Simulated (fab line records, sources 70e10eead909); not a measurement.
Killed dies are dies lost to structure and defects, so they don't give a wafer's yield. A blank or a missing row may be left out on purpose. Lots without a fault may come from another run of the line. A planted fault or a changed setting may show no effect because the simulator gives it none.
fab line records | flow nand_harc | part 2 of 2: steps 28 to 36 of 36
record lots=5 wafers=15 last_day=23
route steps=1159 shown A_STAIRCASE@743 A_SGD_CUT@747 A_SLIT@779
lots that met no fault: from a run of the same line without faults
start_h: hours from the record's first day to the start of the lot's first wafer shown | wait_h: hours since the lot's step before | " the same as in the row above | L1.1+2: a row that stands for several wafers | - no value, or no start given | * or withheld: withheld | < > ~ a bound
route shown NAME@n: a module of which the file shows steps, and the number in the route of the first | usual: mean/standard deviation of fault-free wafers | same: alike in all rows | chamber/n: place in a boat | sites: the reading at each site | _std_site: their standard deviation | _edge_site: outer sites' mean less inner sites' | radius_mm: how far each site lies from the wafer's centre | mask NAME#n: copy n | behind: the tool/chamber that last shaped the wafer | hold: why the lot was held/for how many hours/how that ended | device: the transistor (n, p or np) that didn't switch | end of line: the same wafers' tests at the end of the route | a step without rows: its recipe alone | killed: dies lost to structure and defects at the first sort, not the wafer's yield | map: a wafer's dies, x killed, . not, _ none there
set.NAME: the setting as run; set.NAME@STEP: as run at that earlier step | model.NAME: the simulator's own value behind a step, which no gauge read
lots at some steps of the route; a table a step, a row a wafer
services: from which hour (start_h, from the record's first day; less than 0 if before it) a tool's chamber was out of use, for how many hours, and why
## steps
# step NHARC_A_SGD_CUT_ANNEAL_27
# recipe temp_c=450 time_s=1800
# usual spike_tc_lower_C=449.8/1.2 zone_power_lower_pct=5.18/0.29
# columns lot.wafer tool chamber start_h wait_h spike_tc_lower_C zone_power_lower_pct
L074.2 furnace-07 0 304.24 3.5 450.5 5.20
L074.3 " 0 " " 451.7 5.18
L074.4 " 0 " " 451.6 5.24
L075.1 furnace-07 0 304.24 3.8 451.3 5.33
L075.5 " 0 " " 452.3 5.17
L075.6 " 0 " " 451.4 5.25
L082.1 furnace-04 0 372.14 2.6 449.4 4.87
L082.3 " 0 " " 450.1 4.89
L082.4 " 0 " " 449.1 4.87
L088.2 furnace-03 0 390.66 2.0 449.4 5.54
L088.3 " 0 " " 448.9 5.47
L088.4 " 0 " " 449.1 5.46
L093.1 furnace-03 0 421.96 2.3 448.9 5.44
L093.2 " 0 " " 448.1 5.46
L093.5 " 0 " " 450.0 5.44
# step NHARC_A_SGD_CUT_CMP_21
# recipe target_thk_nm=148.19
# usual motor_current_A=11.5/1.3 time_to_endpoint_s=52/3
# columns lot.wafer tool chamber start_h wait_h motor_current_A time_to_endpoint_s
L074.4 cmp-04 2 305.68 0.4 9.5 52
L074.3 " 3 " " 11.3 54
L074.2 " 1 " " 12.1 55
L075.1 cmp-01 3 305.75 0.4 12.0 45
L075.5 " 0 " " 13.3 44
L075.6 " 1 " " 11.2 47
L082.4 cmp-01 0 373.64 0.4 12.8 46
L082.3 " 1 " " 11.0 52
L082.1 " 2 " " 13.3 50
L088.2 cmp-01 2 392.14 0.4 14.0 54
L088.4 " 3 " " 11.4 51
L088.3 " 0 " " 12.4 51
L093.2 cmp-01 0 423.41 0.4 13.2 51
L093.1 " 1 " " 10.8 56
L093.5 " 0 " " 13.0 52
# step NHARC_A_SGD_CUT_THK_MEAS_22
# recipe thk_meas_gauge=ellipsometry
# usual thk_nm=148.5/1.3
# columns lot.wafer tool chamber start_h wait_h thk_nm
L075.1 film_metro-02 - 305.93 0.2 147.1
L075.5 " - " " 147.9
L075.6 " - " " 149.7
L074.2 film_metro-02 - 305.94 0.2 146.9
L074.3 " - " " 148.6
L074.4 " - " " 150.0
L082.1 film_metro-02 - 373.87 0.2 148.7
L082.3 " - " " 149.5
L082.4 " - " " 148.8
L088.2 film_metro-02 - 392.38 0.2 148.7
L088.3 " - " " 146.0
L088.4 " - " " 146.0
L093.1 film_metro-02 - 423.64 0.2 148.3
L093.2 " - " " 148.5
L093.5 " - " " 148.6
# step NHARC_A_SGD_CUT_SRD_23
# columns lot.wafer tool chamber start_h wait_h
L075.6+1+5 wet_bench-03 4,5,7 305.97 0.0
L074.2+4+3 wet_bench-05 1,4,6 305.98 0.0
L082.1+3+4 wet_bench-05 7,0,1 373.92 0.0
L088.3+2+4 wet_bench-09 6,7,2 392.43 0.1
L093.5+2+1 wet_bench-05 4,5,0 423.69 0.0
# step NHARC_A_SGD_CUT_ETCH_26
# recipe target_depth_a=458 chemistry=dHF material=SiO2
# columns lot.wafer tool chamber start_h wait_h
L075.6+1+5 wet_bench-03 4,5,7 306.00 0.0
L074.2+4+3 wet_bench-05 1,4,6 306.00 0.0
L082.1+3+4 wet_bench-05 7,0,1 373.94 0.0
L088.3+2+4 wet_bench-09 6,7,2 392.46 0.0
L093.5+2+1 wet_bench-05 4,5,0 423.72 0.0
# step NHARC_A_SGD_CUT_ETCHBACK_24
# recipe target_depth_a=500 over_etch_frac=0.3 time_s=92.857 ion_energy_ev=120 ch3f_flow_sccm=50 o2_flow_sccm=30 ar_flow_sccm=200 rf_w=500 bias_w=100 chemistry=CH3F/O2
# usual drypump_motor_current_A=5.6/0.52 o2_flow_sccm=30.00/0.093 oes_product_au=0.96/0.037 rf_vpp_V=244.1/1.7 showerhead_plenum_p_Torr=2.44/0.11 throttle_valve_pct=20.662/0.0091
# columns lot.wafer tool chamber start_h wait_h drypump_motor_current_A o2_flow_sccm oes_product_au rf_hours_counter_h rf_vpp_V showerhead_plenum_p_Torr throttle_valve_pct
L075.1 rie_diel-06 3 306.15 0.1 5.5 30.06 0.99 5 243.0 2.41 20.667
L075.6 " 3 " " 5.5 30.12 0.99 - 242.1 2.42 20.659
L075.5 " 0 " " 4.7 30.04 0.99 - 243.4 2.30 20.663
L074.3 rie_diel-05 1 306.16 0.1 6.5 29.95 0.97 12 244.7 2.45 20.660
L074.4 " 2 " " 5.8 29.99 0.97 11 244.6 2.49 20.671
L074.2 " 0 " " 5.0 30.07 0.99 11 248.1 2.61 20.663
L082.3 rie_diel-05 3 374.11 0.2 5.6 29.98 0.92 2 244.0 2.39 20.661
L082.4 " 0 " " 4.9 29.74 0.92 2 246.6 2.61 20.659
L082.1 " 1 " " 6.6 29.95 0.93 3 244.5 2.45 20.653
L088.3 rie_diel-06 2 392.68 0.2 6.3 30.02 0.99 12 244.7 2.55 20.651
L088.4 " 3 " " 5.5 30.15 0.99 11 243.4 2.41 20.661
L088.2 " 0 " " 4.8 30.17 1.01 11 242.2 2.30 20.669
L093.1 rie_diel-05 3 424.03 0.3 5.7 30.00 0.92 9 243.1 2.39 20.661
L093.2 " 2 " " 5.8 29.92 0.92 8 244.2 2.48 20.649
L093.5 " 0 " " 5.0 29.82 0.93 - 246.3 2.60 20.652
# step NHARC_A_SGD_CUT_STRIP_28
# recipe time_s=20 o2_flow_sccm=500 ar_flow_sccm=0 bias_w=0 chemistry=O2
# usual drypump_motor_current_A=5.6/0.5 o2_flow_sccm=500.2/1.4 oes_product_au=1.001/0.011 rf_vpp_V=57.8/0.9 showerhead_plenum_p_Torr=3.50/0.15 throttle_valve_pct=17.037/0.0088
# columns lot.wafer tool chamber start_h wait_h drypump_motor_current_A o2_flow_sccm oes_product_au rf_hours_counter_h rf_vpp_V showerhead_plenum_p_Torr throttle_valve_pct
L074.2 rie_diel-05 1 - - 6.5 499.8 1.002 12 56.7 3.51 17.035
L074.3 " 2 " " 5.7 497.7 1.005 11 57.3 3.57 17.044
L074.4 " 0 " " 5.0 500.2 1.002 11 56.4 3.74 17.042
L075.1 rie_diel-06 1 - - 5.7 499.4 1.022 6 58.1 3.39 17.035
L075.5 " 2 " " 6.4 501.5 0.999 - 58.4 3.66 17.033
L075.6 " 3 " " 5.5 500.3 0.994 - 57.1 3.47 17.030
L082.3 rie_diel-05 2 - - 5.7 498.9 1.005 3 58.8 3.56 17.046
L082.1 " 0 " " 5.0 500.4 0.995 2 59.7 3.73 17.040
L082.4 " 1 " " 6.6 501.4 1.016 3 58.0 3.51 17.030
L088.4 rie_diel-06 1 - - 5.7 499.6 1.025 12 57.3 3.39 17.038
L088.2 " 2 " " 6.3 501.2 1.000 13 58.0 3.66 17.029
L088.3 " 0 " " 4.8 501.2 1.011 11 58.7 3.30 17.046
L093.1 rie_diel-05 1 - - 6.5 501.4 1.001 8 57.1 3.51 17.027
L093.2 " 2 " " 5.8 499.6 0.999 8 57.9 3.56 17.027
L093.5 " 0 " " 5.0 499.1 0.998 - 57.8 3.73 17.033
# step NHARC_A_SGD_CUT_INSPECT_25
# usual raw_defect_count=299/69
# columns lot.wafer tool chamber start_h wait_h raw_defect_count
L075.1 defect_inspect-01 - 306.39 - 306
L075.5 " - " " 241
L075.6 " - " " 355
L074.2 defect_inspect-01 - 306.40 - 272
L074.3 " - " " 265
L074.4 " - " " 235
L082.1 defect_inspect-01 - 374.34 - 356
L082.3 " - " " 266
L082.4 " - " " 371
L088.2 defect_inspect-02 - 392.92 - 306
L088.3 " - " " 390
L088.4 " - " " 293
L093.1 defect_inspect-01 - 424.28 - 349
L093.2 " - " " 282
L093.5 " - " " 188
# step NHARC_A_SLIT_DEP_25
# recipe target_thk_a=2000 temp_c=400 pressure_torr=6.5 rf_w=900 teos_flow_sccm=161.4 flow_sccm=2650 target_thk_nm=200 gas=O2 material=SiO2
# usual heater_power_w=498/62 throttle_valve_pct=15.9/0.5
# columns lot.wafer tool chamber start_h wait_h heater_power_w throttle_valve_pct
L074.2 pecvd-01 2 306.50 0.1 573 16.3
L074.3 " 0 " " 418 16.8
L074.4 " 1 " " 579 15.4
L075.1 pecvd-03 2 306.54 0.1 416 16.3
L075.5 " 0 " " 494 15.2
L075.6 " 1 " " 539 15.7
L082.3 pecvd-03 2 374.41 0.1 471 16.5
L082.1 " 1 " " 420 15.5
L082.4 " 0 " " 466 15.4
L088.3 pecvd-03 0 393.14 0.2 487 15.5
L088.2 " 1 " " 555 16.0
L088.4 " 0 " " 515 15.5
L093.2 pecvd-03 0 424.44 0.2 562 15.6
L093.1 " 1 " " 509 15.8
L093.5 " 0 " " 421 15.5
## services
# columns tool chamber start_h hours kind
cmp-01 - 277.81 4.0 pm
rie_diel-12 0 287.13 5.3 repair
wet_bench-09 - 288.80 8.0 pm
fcvd-01 - 292.00 13.0 pm
litho_track-06 - 292.00 7.0 pm
pecvd-03 - 292.07 13.0 pm
cmp-04 - 301.00 4.0 pm
cmp-02 - 302.76 1.1 repair
wet_bench-06 - 305.62 8.0 pm
fcvd-01 - 307.46 1.4 repair
cmp-01 - 309.44 4.4 repair
rie_diel-12 - 309.56 0.3 repair
arfi_scanner-03 - 312.00 4.0 pm
litho_track-04 - 316.00 7.0 pm
wet_bench-03 - 322.40 8.0 pm
pecvd-02 - 333.00 0.4 repair
pecvd-02 - 334.13 13.0 pm
wet_bench-04 - 339.25 8.0 pm
rie_diel-05 - 340.60 9.0 pm
rie_diel-06 1 360.41 8.9 repair
cmp-01 - 375.81 4.0 pm
fcvd-02 - 376.00 13.0 pm
rie_diel-12 - 379.40 9.0 pm
rie_diel-06 - 418.20 9.0 pm
